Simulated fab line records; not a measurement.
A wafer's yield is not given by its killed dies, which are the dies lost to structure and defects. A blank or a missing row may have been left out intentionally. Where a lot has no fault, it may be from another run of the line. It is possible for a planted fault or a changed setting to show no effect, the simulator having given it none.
fab line records	flow n5-finfet
record lots=6	wafers=18	last-day=16
route steps=1938 shown BEOL_M1@801 BEOL_M2@841 PASSIVATION@1936
lots untouched by any fault: they come from a run of this same line in which no faults occurred
start-h: start of the lot's first displayed wafer, in hours after the record's first day	wait-h: hours elapsed since this lot's preceding step	" unchanged from the row above	L1.1+2: a single row standing in for several wafers	- no value present, or no start provided	* or withheld: withheld	< > ~ a bound
route shown NAME@n: NAME is a module with steps in the file, n the number in the route of the first one	usual: mean/standard deviation of fault-free wafers	same: alike in all rows	chamber/n: place in a boat	sites: per-site readings	_std_site: the values' standard deviation	_edge_site: mean of outer sites minus mean of inner sites	radius-mm: for every site, how far away it sits from the centre of the wafer	mask NAME#n: copy n	behind: the most recent tool/chamber to have shaped the wafer	hold: reason for holding the lot/hours on hold/outcome of the hold	device: whichever transistor did not switch (one of n, p or np)	end of line: the route-end tests of the same wafers	where a step has no rows: the recipe by itself	killed: count of dies lost to structure and defects at first sort (not the wafer's yield)	map: a wafer's dies, x killed, . not, _ none there
set.NAME: setting as actually run; set.NAME@STEP: the setting as run at that earlier step	model.NAME: the simulator's own value behind a step, which no gauge read
certain route steps with their lots: each step a table, each wafer a row
services: the hour from which a tool's chamber was out of use, counted from the record's first day as start-h (under 0 if before that day), plus the number of hours and why
## steps
# step N5_BEOL_M1_ETCH_41
# recipe chemistry=CH3F/O2	target=SiCN	target-depth-a=319	taper-deg=2	time-s=57.8	ion-energy-ev=120	mask-material=TiN	pressure-mtorr=30	source-w=395	bias-w=75	Ar_flow_sccm=150	CH3F_flow_sccm=30	O2_flow_sccm=20
# step N5_BEOL_M1_STRIP_97
# recipe chemistry=N2/H2	time-s=10	power-w=450	temp-c=40	pressure-mtorr=20	rf-frequency-hz=6e+07	bias-power-w=7	n2-flow-sccm=200	h2-flow-sccm=200
# step N5_BEOL_M1_OCD_MEAS_38
# usual trench-depth-nm=55.3/0.92
lot.wafer	tool	chamber	start-h	wait-h	trench-depth-nm
L444.1	ocd-01	-	123.56	-	55.7
L444.3	"	-	"	"	57.0
L444.4	"	-	"	"	54.9
L446.1	ocd-02	-	141.41	-	54.8
L446.3	"	-	"	"	57.2
L446.5	"	-	"	"	56.2
L453.3	ocd-01	-	179.44	-	54.2
L453.5	"	-	"	"	53.8
L453.6	"	-	"	"	55.0
L460.2	ocd-01	-	225.90	-	56.6
L460.4	"	-	"	"	56.0
L460.5	"	-	"	"	55.5
L462.2	ocd-02	-	236.54	-	55.6
L462.3	"	-	"	"	55.4
L462.5	"	-	"	"	54.2
L465.2	ocd-02	-	254.26	-	54.0
L465.5	"	-	"	"	53.9
L465.6	"	-	"	"	53.5
# step N5_BEOL_M1_HM_STRIP_39
# recipe chemistry=peroxide-tin-strip	material=TiN	target-depth-a=250	temp-c=50	time-s=158
# step N5_BEOL_M1_SRD_40
# recipe time-s=30	temp-c=23	rinse-liquid=diw	dry=ipa-marangoni
# step N5_BEOL_M1_PRECLEAN_42
# recipe chemistry=residue-remover	time-s=60	temp-c=40
# step N5_BEOL_M1_SRD_43
# recipe time-s=30	temp-c=23	rinse-liquid=diw	dry=ipa-marangoni
# step N5_BEOL_M1_CD_MEAS_35
# recipe target-cd-nm=18	target-cd-y-nm=21	polarity=opening
# usual cd-nm=18.10/0.29
lot.wafer	tool	chamber	start-h	wait-h	cd-nm
L444.1	cd-sem-02	-	123.72	0.0	18.06
L444.3	"	-	"	"	17.86
L444.4	"	-	"	"	17.89
L446.1	cd-sem-01	-	141.57	0.0	17.71
L446.3	"	-	"	"	17.72
L446.5	"	-	"	"	18.11
L453.3	cd-sem-03	-	179.59	0.0	17.96
L453.5	"	-	"	"	18.00
L453.6	"	-	"	"	17.92
L460.2	cd-sem-02	-	226.05	0.0	18.22
L460.4	"	-	"	"	17.68
L460.5	"	-	"	"	18.37
L462.2	cd-sem-03	-	236.70	0.0	18.45
L462.3	"	-	"	"	18.58
L462.5	"	-	"	"	17.93
L465.2	cd-sem-03	-	254.41	0.0	18.44
L465.5	"	-	"	"	18.65
L465.6	"	-	"	"	18.26
# step N5_BEOL_M1_DEGAS_44
# recipe ambient=vacuum	temp-c=250	time-s=60
# usual heater-power-w=340/35	susceptor-temp-C=250.03/0.19
lot.wafer	tool	chamber	start-h	wait-h	heater-power-w	susceptor-temp-C
L444.1	pvd-sputter-01	-	124.08	0.4	363	249.93
L444.3	"	-	"	"	326	250.09
L444.4	"	-	"	"	302	249.52
L446.1	pvd-sputter-02	-	141.61	0.0	305	249.81
L446.3	"	-	"	"	325	250.20
L446.5	"	-	"	"	323	249.96
L453.3	pvd-sputter-02	-	179.69	0.1	303	250.08
L453.5	"	-	"	"	300	249.88
L453.6	"	-	"	"	325	250.35
L460.2	pvd-sputter-01	-	226.26	0.2	380	249.84
L460.4	"	-	"	"	377	250.13
L460.5	"	-	"	"	292	250.44
L462.2	pvd-sputter-01	-	236.99	0.3	328	250.48
L462.3	"	-	"	"	283	249.97
L462.5	"	-	"	"	335	250.39
L465.2	pvd-sputter-02	-	254.63	0.2	395	250.01
L465.5	"	-	"	"	367	250.35
L465.6	"	-	"	"	300	250.01
# step N5_BEOL_M1_PRE_CLEAN_45
# recipe gas=H2/He	time-s=30	temp-c=250
# step N5_BEOL_M1_ALD_84
# recipe material=TaN	target-thk-a=*	temp-c=275	ald-precursor-family=PDMAT	ald-co-reactant=NH3	pressure-torr=3	carrier-flow-sccm=1500	pulse-time-s=2	purge-time-s=3	co-reactant-purge-time-s=2	co-reactant-pulse-time-s=3	ald-cycles=30	precursor-vessel-temp-c=75	precursor-vessel-pressure-torr=26.25	precursor-vessel-carrier-sccm=1000
# step N5_BEOL_M1_SURFACE_TREAT_85
# recipe gas=Ar	time-s=*	ion-energy-ev=*	ion-current-ma-cm2=0.5	pressure-mtorr=*	ar-flow-sccm=30
# step N5_BEOL_M1_CVD_47
# recipe material=Co	target-thk-a=30	temp-c=withheld	precursor=CCTBA/H2	pressure-torr=30	time-s=223.8
lot.wafer	tool	chamber	start-h	wait-h
L444.1+3+4	cvd-co-01	0,2,0	124.70	0.2
L446.1+3+5	cvd-co-01	1,0,0	142.08	0.1
L453.3+5+6	cvd-co-02	2,2,0	180.16	0.1
L460.2+4+5	cvd-co-01	0,2,0	226.74	0.1
L462.2+3+5	cvd-co-01	2,0,2	237.48	0.1
L465.2+5+6	cvd-co-02	0,0,1	255.11	0.0
# step N5_BEOL_M1_SPUTTER_48
# recipe material=Cu	target-thk-a=45	temp-c=-20	chamber-pressure-pa=0.07	power-w=withheld	time-s=8.29
# usual susceptor-temp-C=-19.99/0.1	throttle-valve-pct=29.7/1.3
lot.wafer	tool	chamber	start-h	wait-h	susceptor-temp-C	throttle-valve-pct
L444.1	pvd-sputter-03	-	124.97	0.2	-20.01	28.0
L444.3	"	-	"	"	-19.98	32.2
L444.4	"	-	"	"	-20.00	29.8
L446.1	pvd-sputter-03	-	142.53	0.4	-20.04	29.8
L446.3	"	-	"	"	-19.93	31.5
L446.5	"	-	"	"	-20.05	31.7
L453.3	pvd-sputter-02	-	182.19	2.0	-20.06	27.7
L453.5	"	-	"	"	-19.95	29.7
L453.6	"	-	"	"	-20.05	27.5
L460.2	pvd-sputter-01	-	226.90	0.1	-19.99	31.3
L460.4	"	-	"	"	-20.06	30.2
L460.5	"	-	"	"	-19.75	31.3
L462.2	pvd-sputter-03	-	237.67	0.1	-19.98	28.0
L462.3	"	-	"	"	-19.96	31.2
L462.5	"	-	"	"	-19.75	29.8
L465.2	pvd-sputter-01	-	255.27	0.1	-19.78	29.2
L465.5	"	-	"	"	-19.88	29.0
L465.6	"	-	"	"	-19.99	30.0
# step N5_BEOL_M1_ANNEAL_49
# recipe temp-c=400	time-s=240	ambient=vacuum
# usual heater-power-w=848/88	susceptor-temp-C=399.99/0.21	susceptor_temp_C_max=401.0/0.36
lot.wafer	tool	chamber	start-h	wait-h	heater-power-w	susceptor-temp-C	susceptor_temp_C_max
L444.1	pvd-sputter-03	-	125.05	0.0	786	399.96	401.0
L444.3	"	-	"	"	750	399.88	400.9
L444.4	"	-	"	"	939	400.09	401.4
L446.1	pvd-sputter-03	-	142.61	0.0	974	400.20	401.4
L446.3	"	-	"	"	862	400.15	401.4
L446.5	"	-	"	"	745	399.99	400.9
L453.3	pvd-sputter-02	-	182.27	0.0	810	399.99	401.3
L453.5	"	-	"	"	742	399.94	400.7
L453.6	"	-	"	"	801	399.78	401.0
L460.2	pvd-sputter-01	-	226.98	0.0	918	400.46	401.5
L460.4	"	-	"	"	912	400.09	401.4
L460.5	"	-	"	"	959	400.22	401.4
L462.2	pvd-sputter-03	-	237.75	0.0	774	400.07	401.4
L462.3	"	-	"	"	879	399.94	401.1
L462.5	"	-	"	"	957	399.91	400.9
L465.2	pvd-sputter-01	-	255.35	0.0	820	399.53	400.2
L465.5	"	-	"	"	830	399.88	400.4
L465.6	"	-	"	"	915	399.94	400.9
# step N5_BEOL_M1_SPUTTER_79
# recipe material=Cu	target-thk-a=45	temp-c=-20	chamber-pressure-pa=0.07	power-w=withheld	time-s=8.29
# usual susceptor-temp-C=-20.01/0.1	throttle-valve-pct=29.7/1.3
lot.wafer	tool	chamber	start-h	wait-h	susceptor-temp-C	throttle-valve-pct
L444.1	pvd-sputter-03	-	125.19	0.1	-20.00	28.0
L444.3	"	-	"	"	-20.03	32.1
L444.4	"	-	"	"	-20.07	29.9
L446.1	pvd-sputter-03	-	142.75	0.1	-20.09	29.5
L446.3	"	-	"	"	-19.97	31.3
L446.5	"	-	"	"	-19.91	32.2
L453.3	pvd-sputter-02	-	182.41	0.1	-20.12	27.8
L453.5	"	-	"	"	-19.98	29.4
L453.6	"	-	"	"	-20.04	27.9
L460.2	pvd-sputter-01	-	227.12	0.1	-19.97	31.0
L460.4	"	-	"	"	-20.09	30.4
L460.5	"	-	"	"	-19.93	30.8
L462.2	pvd-sputter-03	-	237.89	0.1	-19.86	28.1
L462.3	"	-	"	"	-20.19	31.6
L462.5	"	-	"	"	-20.05	30.1
L465.2	pvd-sputter-01	-	255.49	0.1	-19.90	28.9
L465.5	"	-	"	"	-20.08	29.0
L465.6	"	-	"	"	-19.86	30.1
# step N5_BEOL_M1_ANNEAL_80
# recipe temp-c=400	time-s=240	ambient=vacuum
# step N5_BEOL_M1_SPUTTER_81
# recipe material=Cu	target-thk-a=45	temp-c=-20	chamber-pressure-pa=0.07	power-w=withheld	time-s=8.29
# step N5_BEOL_M1_ANNEAL_82
# recipe temp-c=400	time-s=240	ambient=vacuum
# step N5_BEOL_M1_SPUTTER_86
# recipe material=Cu	target-thk-a=45	temp-c=-20	chamber-pressure-pa=0.07	power-w=withheld	time-s=8.29
# step N5_BEOL_M1_ANNEAL_87
# recipe temp-c=400	time-s=240	ambient=vacuum
# step N5_BEOL_M1_SPUTTER_88
# recipe material=Cu	target-thk-a=45	temp-c=-20	chamber-pressure-pa=0.07	power-w=withheld	time-s=8.29
# step N5_BEOL_M1_ANNEAL_89
# recipe temp-c=400	time-s=240	ambient=vacuum
# step N5_BEOL_M1_SPUTTER_90
# recipe material=Cu	target-thk-a=45	temp-c=-20	chamber-pressure-pa=0.07	power-w=withheld	time-s=8.29
# step N5_BEOL_M1_ANNEAL_91
# recipe temp-c=400	time-s=240	ambient=vacuum
# step N5_BEOL_M1_SPUTTER_92
# recipe material=Cu	target-thk-a=45	temp-c=-20	chamber-pressure-pa=0.07	power-w=withheld	time-s=8.29
# step N5_BEOL_M1_ANNEAL_93
# recipe temp-c=400	time-s=240	ambient=vacuum
# step N5_BEOL_M1_SPUTTER_94
# recipe material=Cu	target-thk-a=45	temp-c=-20	chamber-pressure-pa=0.07	power-w=withheld	time-s=8.29
# step N5_BEOL_M1_ANNEAL_95
# recipe temp-c=400	time-s=240	ambient=vacuum
# step N5_BEOL_M1_SPUTTER_96
# recipe material=Cu	target-thk-a=45	temp-c=-20	chamber-pressure-pa=0.07	power-w=withheld	time-s=8.29
# step N5_BEOL_M1_ECD_50
# recipe material=Cu	target-thk-a=3000
# step N5_BEOL_M1_ANNEAL_51
# recipe temp-c=225	time-s=90	ambient=N2
# usual wafer_temp_C_max=225.88/0.2
lot.wafer	tool	chamber	start-h	wait-h	wafer_temp_C_max
L444.1	rtp-anneal-01	0	126.92	0.1	225.93
L444.3	"	0	"	"	225.80
L444.4	"	0	"	"	225.97
L446.1	rtp-anneal-02	0	144.49	0.1	225.79
L446.3	"	0	"	"	225.74
L446.5	"	0	"	"	226.17
L453.3	rtp-anneal-01	0	184.23	0.1	225.60
L453.5	"	0	"	"	225.82
L453.6	"	0	"	"	225.71
L460.2	rtp-anneal-02	0	228.91	0.1	226.20
L460.4	"	0	"	"	225.70
L460.5	"	0	"	"	225.87
L462.2	rtp-anneal-02	0	239.67	0.1	225.98
L462.3	"	0	"	"	225.88
L462.5	"	0	"	"	225.89
L465.2	rtp-anneal-02	0	257.27	0.1	225.64
L465.5	"	0	"	"	225.90
L465.6	"	0	"	"	225.73
# step N5_BEOL_M1_CMP_52
# recipe stop-on=SiOC	t-overpolish-s=6.8	down-force-psi=1	platen-rpm=50	clearing-platen-down-force-psi=1.5	clearing-platen-rpm=50	post-cmp-clean=cu-alkaline	target-thk-nm=40	clearing-platen-pad-velocity-m-s=0.99484	pad-velocity-m-s=0.99484
# step N5_BEOL_M1_THK_MEAS_53
# recipe thk-meas-gauge=xrf	reads=Cu_of_BEOL_M1_ECD_50
# usual M1_THK=39.2/1.4
lot.wafer	tool	chamber	start-h	wait-h	M1_THK[nm]
L444.1	film-metro-02	-	127.51	-	37.7
L444.3	"	-	"	"	37.3
L444.4	"	-	"	"	37.9
L446.1	film-metro-02	-	145.08	-	39.7
L446.3	"	-	"	"	40.6
L446.5	"	-	"	"	40.7
L453.3	film-metro-02	-	184.74	-	38.9
L453.5	"	-	"	"	41.2
L453.6	"	-	"	"	41.4
L460.2	film-metro-01	-	229.45	-	36.6
L460.4	"	-	"	"	39.7
L460.5	"	-	"	"	38.7
L462.2	film-metro-01	-	240.22	-	37.9
L462.3	"	-	"	"	39.4
L462.5	"	-	"	"	40.5
L465.2	film-metro-01	-	257.81	-	39.8
L465.5	"	-	"	"	40.3
L465.6	"	-	"	"	40.3
# step N5_BEOL_M1_PRE_CLEAN_60
# recipe gas=NH3/H2	time-s=15	temp-c=*	rf-power-w=300
# step N5_BEOL_M1_CO_CAP_55
# recipe material=Co	target-thk-a=20	temp-c=200	precursor=CCTBA/H2	pressure-torr=30	time-s=102.1
# step N5_BEOL_M1_PRE_CLEAN_56
# recipe gas=NH3	time-s=15	temp-c=withheld	rf-power-w=300
# step N5_BEOL_M1_DEP_57
# recipe material=SiCN	target-thk-a=80	temp-c=withheld	precursor=3MS/NH3	pressure-torr=3	rf-w=202	time-s=14
# step N5_BEOL_M1_RS_MEAS_58
# recipe thk-meas-gauge=four-point-probe	reads=Co_of_BEOL_M1_CO_CAP_55+Cu_of_BEOL_M1_ECD_50+Co_of_BEOL_M1_CVD_47+TaN_of_BEOL_M1_ALD_84
# usual M1_RS=0.669/0.029
lot.wafer	tool	chamber	start-h	wait-h	M1_RS[ohm/sq]
L444.1	film-metro-02	-	127.83	0.0	0.703
L444.3	"	-	"	"	0.715
L444.4	"	-	"	"	0.701
L446.1	film-metro-02	-	145.34	0.0	0.663
L446.3	"	-	"	"	0.645
L446.5	"	-	"	"	0.642
L453.3	film-metro-01	-	185.00	0.1	0.673
L453.5	"	-	"	"	0.618
L453.6	"	-	"	"	0.621
L460.2	film-metro-02	-	229.75	0.1	0.734
L460.4	"	-	"	"	0.663
L460.5	"	-	"	"	0.682
L462.2	film-metro-01	-	240.48	0.1	0.709
L462.3	"	-	"	"	0.680
L462.5	"	-	"	"	0.653
L465.2	film-metro-02	-	258.11	0.1	0.657
L465.5	"	-	"	"	0.647
L465.6	"	-	"	"	0.643
# step N5_BEOL_M2_ILD_DEP_00
# recipe material=SiOC	target-thk-a=790	temp-c=350	precursor=DEMS/O2	pressure-torr=5	rf-w=500	time-s=15.3
# step N5_BEOL_M2_THK_MEAS_01
# recipe reads=SiOC_of_BEOL_M2_ILD_DEP_00
# usual M2_ILD_THK=78.7/1
lot.wafer	tool	chamber	start-h	wait-h	M2_ILD_THK[nm]
L444.1	film-metro-01	-	127.96	0.0	77.2
L444.3	"	-	"	"	77.2
L444.4	"	-	"	"	79.7
L446.1	film-metro-01	-	145.47	0.0	76.9
L446.3	"	-	"	"	77.4
L446.5	"	-	"	"	77.8
L453.3	film-metro-02	-	185.13	0.1	78.6
L453.5	"	-	"	"	79.0
L453.6	"	-	"	"	79.2
L460.2	film-metro-02	-	229.89	0.1	76.9
L460.4	"	-	"	"	78.1
L460.5	"	-	"	"	78.5
L462.2	film-metro-01	-	240.61	0.1	78.2
L462.3	"	-	"	"	79.6
L462.5	"	-	"	"	80.9
L465.2	film-metro-01	-	258.24	0.1	78.2
L465.5	"	-	"	"	80.1
L465.6	"	-	"	"	79.4
# step N5_PASSIVATION_PROBE_49
# usual defect-limited-yield=91.1/1.3	killed_at_M0_to_M3=36/10	killed_at_M4_up=14/4.4	killed-at-contacts=14/5.7	killed-at-front-end=39/9.4	killed-at-other=2.9/2.6	killed-dies=105/15	killed-open=70/12	killed-short=34/7.1	sort_bin_5_function=5.3/0.77	sort_bin_6_memory=3.3/0.66	sort-n-pass=1075/15	sort-yield-pct=91.1/1.3
# same gross-dies=1180	killed-at-back-side=0	sort_bin_4_leakage[%]=0	sort_bin_8_speed[%]=0
lot.wafer	tool	chamber	start-h	wait-h	defect-limited-yield[%]	killed_at_M0_to_M3	killed_at_M4_up	killed-at-contacts	killed-at-front-end	killed-at-other	killed-dies	killed-open	killed-short	sort_bin_5_function[%]	sort_bin_6_memory[%]	sort-n-pass	sort-yield-pct[%]
L446.1	prober-01	-	282.02	0.0	90.1	45	20	9	40	3	117	76	35	5.8	3.5	1063	90.1
L446.3	prober-01	-	282.12	0.1	90.2	45	10	9	47	5	116	80	36	5.5	4.0	1064	90.2
L446.5	prober-01	-	282.22	0.2	89.8	37	22	19	40	2	120	87	32	5.9	3.7	1060	89.8
L453.3	prober-02	-	315.34	0.1	91.6	37	9	10	42	1	99	58	40	5.3	2.8	1081	91.6
L453.5	prober-02	-	315.44	0.2	92.5	33	6	7	38	4	88	52	35	4.5	2.5	1092	92.5
L453.6	prober-02	-	315.49	0.3	90.2	46	12	18	39	1	116	65	50	5.3	4.4	1064	90.2
L460.2	prober-02	-	351.99	0.1	81.8	145	7	24	39	0	215	70	26	11.9	4.5	965	81.8
L460.4	prober-02	-	352.09	0.2	84.4	126	13	15	30	0	184	73	23	9.3	3.7	996	84.4
L460.5	prober-02	-	352.14	0.2	81.8	153	12	9	39	2	215	67	31	12.0	4.3	965	81.8
L462.2	prober-01	-	373.48	0.1	83.8	150	8	10	20	3	191	62	43	9.9	4.0	989	83.8
L462.3	prober-01	-	373.53	0.1	81.8	148	19	16	31	1	215	62	29	11.9	4.4	965	81.8
L462.5	prober-01	-	373.63	0.2	82.4	133	13	12	46	4	208	70	48	11.2	4.4	972	82.4
L465.2	prober-01	-	384.54	0.1	90.2	39	17	27	30	3	116	86	27	6.3	3.2	1064	90.2
L465.5	prober-01	-	384.69	0.2	90.1	49	15	10	41	2	117	90	24	5.1	4.7	1063	90.1
L465.6	prober-01	-	384.74	0.3	91.2	44	5	26	29	0	104	62	42	5.7	2.9	1076	91.2
# killed by level:class
L446.1 BEOL_M0_SAQP:geometric-particle:open=14 FIN_SAQP:geometric-particle:open=11 FIN_SAQP:geometric-particle:short=8 BEOL_M0_SAQP:geometric-particle:short=8 MOL_CONTACT_COAG:geometric-particle:open=8 BEOL_M3:geometric-particle:open=8 BEOL_M4:geometric-particle:open=7 BEOL_M4:geometric-particle:short=6
L446.3 BEOL_M3:geometric-particle:open=16 FIN_SAQP:geometric-particle:open=11 STI_FIN_REVEAL:geometric-particle:open=10 BEOL_M0_SAQP:geometric-particle:open=8 MOL_CONTACT_COAG:geometric-particle:open=8 BEOL_M1:geometric-particle:open=7 FIN_SAQP:geometric-particle:short=5 GATE_CUT:geometric-particle:short=5
L446.5 MOL_CONTACT_COAG:geometric-particle:open=13 STI_FIN_REVEAL:geometric-particle:open=12 BEOL_M4:geometric-particle:open=11 BEOL_M2:geometric-particle:open=9 BEOL_M0_SAQP:geometric-particle:open=7 MOL_CONTACT_COAG:geometric-particle:short=6 BEOL_M1:geometric-particle:open=6 FIN_CUT:geometric-particle:open=5
L453.3 BEOL_M0_SAQP:geometric-particle:open=10 FIN_SAQP:geometric-particle:short=9 BEOL_M0_SAQP:geometric-particle:short=9 BEOL_M3:geometric-particle:open=8 MOL_CONTACT_COAG:geometric-particle:open=8 GATE_CUT:geometric-particle:short=7 STI_FIN_REVEAL:geometric-particle:open=6 BEOL_M4:geometric-particle:open=6
L453.5 BEOL_M0_SAQP:geometric-particle:open=11 FIN_SAQP:geometric-particle:short=10 STI_FIN_REVEAL:geometric-particle:open=7 BEOL_M0_SAQP:geometric-particle:short=7 BEOL_M2:geometric-particle:open=6 MOL_CONTACT_COAG:geometric-particle:open=5 STARTING-WAFER:geometric-particle:open=5 FIN_SAQP:geometric-particle:open=4
L453.6 FIN_SAQP:geometric-particle:short=14 MOL_CONTACT_COAG:geometric-particle:open=14 BEOL_M0_SAQP:geometric-particle:open=11 BEOL_M0_SAQP:geometric-particle:short=11 BEOL_M3:geometric-particle:open=11 FIN_SAQP:geometric-particle:open=8 GATE_CUT:geometric-particle:short=8 STI_FIN_REVEAL:geometric-particle:open=6
L460.2 BEOL_M1:unspecified=119 MOL_CONTACT_COAG:geometric-particle:open=20 STI_FIN_REVEAL:geometric-particle:open=14 FIN_SAQP:geometric-particle:open=7 BEOL_M2:geometric-particle:open=7 BEOL_M3:geometric-particle:open=7 FIN_SAQP:geometric-particle:short=5 BEOL_M1:geometric-particle:open=5
L460.4 BEOL_M1:unspecified=87 MOL_CONTACT_COAG:geometric-particle:open=14 BEOL_M1:geometric-particle:open=10 BEOL_M2:geometric-particle:open=8 BEOL_M3:geometric-particle:open=8 BEOL_M4:geometric-particle:open=7 FIN_SAQP:geometric-particle:open=6 STI_FIN_REVEAL:geometric-particle:open=5
L460.5 BEOL_M1:unspecified=116 FIN_SAQP:geometric-particle:open=10 BEOL_M1:geometric-particle:open=10 MOL_CONTACT_COAG:geometric-particle:open=8 BEOL_M0_SAQP:geometric-particle:open=7 FIN_SAQP:geometric-particle:short=6 STI_FIN_REVEAL:geometric-particle:open=6 BEOL_M2:geometric-particle:open=6
L462.2 BEOL_M1:unspecified=84 BEOL_M0_SAQP:geometric-particle:open=25 BEOL_M0_SAQP:geometric-particle:short=22 MOL_CONTACT_COAG:geometric-particle:open=8 BEOL_M1:geometric-particle:short=6 STI_FIN_REVEAL:geometric-particle:open=5 BEOL_M3:geometric-particle:open=5 BEOL_M2:geometric-particle:open=4
L462.3 BEOL_M1:unspecified=121 MOL_CONTACT_COAG:geometric-particle:open=13 BEOL_M0_SAQP:geometric-particle:open=12 STI_FIN_REVEAL:geometric-particle:open=8 BEOL_M0_SAQP:geometric-particle:short=7 BEOL_M2:geometric-particle:open=5 BEOL_M4:geometric-particle:short=5 BEOL_M4:geometric-particle:open=4
L462.5 BEOL_M1:unspecified=85 BEOL_M0_SAQP:geometric-particle:short=19 BEOL_M0_SAQP:geometric-particle:open=14 MOL_CONTACT_COAG:geometric-particle:open=11 STI_FIN_REVEAL:geometric-particle:open=10 BEOL_M5:geometric-particle:open=6 FIN_SAQP:geometric-particle:short=5 ILD0:geometric-particle:open=5
L465.2 MOL_CONTACT_COAG:geometric-particle:open=24 BEOL_M3:geometric-particle:open=11 BEOL_M0_SAQP:geometric-particle:short=9 BEOL_M0_SAQP:geometric-particle:open=7 STI_FIN_REVEAL:geometric-particle:open=6 ILD0:geometric-particle:open=6 BEOL_M2:geometric-particle:open=4 BEOL_M4:geometric-particle:open=4
L465.5 BEOL_M3:geometric-particle:open=17 STI_FIN_REVEAL:geometric-particle:open=16 BEOL_M0_SAQP:geometric-particle:open=11 MOL_CONTACT_COAG:geometric-particle:open=8 BEOL_M4:geometric-particle:open=8 DUMMY_GATE:geometric-particle:open=5 BEOL_M2:geometric-particle:open=5 BEOL_M0_SAQP:geometric-particle:short=5
L465.6 MOL_CONTACT_COAG:geometric-particle:open=17 BEOL_M0_SAQP:geometric-particle:open=15 BEOL_M0_SAQP:geometric-particle:short=13 MOL_CONTACT_COAG:geometric-particle:short=9 BEOL_M3:geometric-particle:open=9 STI_FIN_REVEAL:geometric-particle:open=7 STARTING-WAFER:geometric-particle:open=6 ILD0:geometric-particle:short=5
# map L460.2 (x killed, . not)
_________________...........x________________
______________..............x..._____________
___________.........x.....xx.x..x.x__________
__________........x.x.....xxx......._________
________.x............x.xxxx.xxxx....._______
_______.........x....x..xxxxxxxx.x.x...______
______.................xxxxxxxxxxx......_____
_____.x...........x...xxxxxxxxxxx.x......____
____......x.......x..xxxxxxxxxxxx.........___
___............x..xx.xxxxxxxxxxxxx.xx......__
___.........x........xxxxxxxxxxxxxx....x..x__
__.....x.........x.....xxxxxxxxxx......xx..._
__....x................xxxxxxxxxx..........._
_........x............x.xx..x.xx.............
_.x.......x..............x..xx...............
_.....x........x........................x....
_.........................x.........x........
_.....................................x.x....
_...x...........x...x..x.....xx...........x..
_......x.........................x......x....
_.x..x...............x..x.................x..
__.....x...xx.................xx.......x...x_
__.....x.............x..x..x.x.............x_
___.x.............xx....xx.x........x...xx.__
___...........x.xx.x..........x............__
____...................x..................___
_____....x.........x....x................____
______x........x.....x............x....._____
_______...................x....x..x....______
________...x...............xx.x.x....._______
__________..................x.x....._________
___________.xx.....................__________
______________.................._____________
_________________............________________
# map L462.3 (x killed, . not)
_________________............________________
______________..x..............._____________
___________.............x..x.......__________
__________................xxxx......_________
________..x.............xxxx.xx.x....._______
_______.......x......xxx.xxxxx.xx....x.______
______.....x.x.......x..xxxxxxxx.x......_____
_____.....x..........xxxxxxxxxxx.x.xx.x..____
____.....x..........xxxxxxxxxxxxxxx...x...___
___..........x.......xxxxxxxxxxxxxx........__
___.x..........x...xxxxxxxxxxxxx.xx.x......__
__..................x.xxxxxxxxxxxxx........._
__..x..x....x..x.....xxxxxxxxxx.xxx.....x..._
_....x.......x........x.xxx.xxx..........x...
_..x...........x..x...x.x..xxx...............
_.........................xx......x..x.......
_...........................................x
_.................x.x........................
_..................x.......x.............x...
_x......x..x...............x....x.........x..
_...............x......x..............x......
__...x......................................_
__................x..x..................x..._
___.................x..x.......xx...x......__
___............xx...............x..........__
____..............x.........x.x....xxxx...___
_____..x.........................x.......____
______.......x.....xx.x........x........_____
_______..............x..x...x..........______
________..................x..x.xx....._______
__________........x..............x.._________
___________.xx....x................__________
______________.............x..x._____________
_________________x...........________________
## services
tool	chamber	start-h	hours	kind
cvd-co-01	1	114.67	-	clean
cvd-co-01	1	114.67	22.0	scheduled-down
cvd-co-01	1	114.67	22.0	vent-cycle
pvd-sputter-02	-	125.20	3.7	repair
cvd-co-02	0	128.78	10.8	repair
cvd-co-02	2	164.82	8.4	repair
rtp-anneal-02	-	194.59	4.1	pm
cvd-co-01	0	240.44	2.5	repair
## key
first-sign step=N5_PASSIVATION_PROBE_49	reading=killed_at_M0_to_M3	direction=up	sigmas=10	usual=36	struck=142
effect step=N5_PASSIVATION_PROBE_49	reading=killed-dies	direction=up	sigmas=6.7	usual=105	struck=205
more-kills-born-at N5_BEOL_M1_CVD_47@cvd-co-01=612
met-at N5_BEOL_M1_CVD_47
struck-wafers L460.2,L460.4,L460.5,L462.2,L462.3,L462.5
onset-between 142.08 226.74
also-fits N5_BEOL_M1_DEGAS_44:pvd-sputter-01
fault kind=chamber-particle-source	tool=cvd-co-01	chamber=-	onset-h=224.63	steps=N5_BEOL_M1_CVD_47	rate-per-visit-cm2=0.69856	end-h=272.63
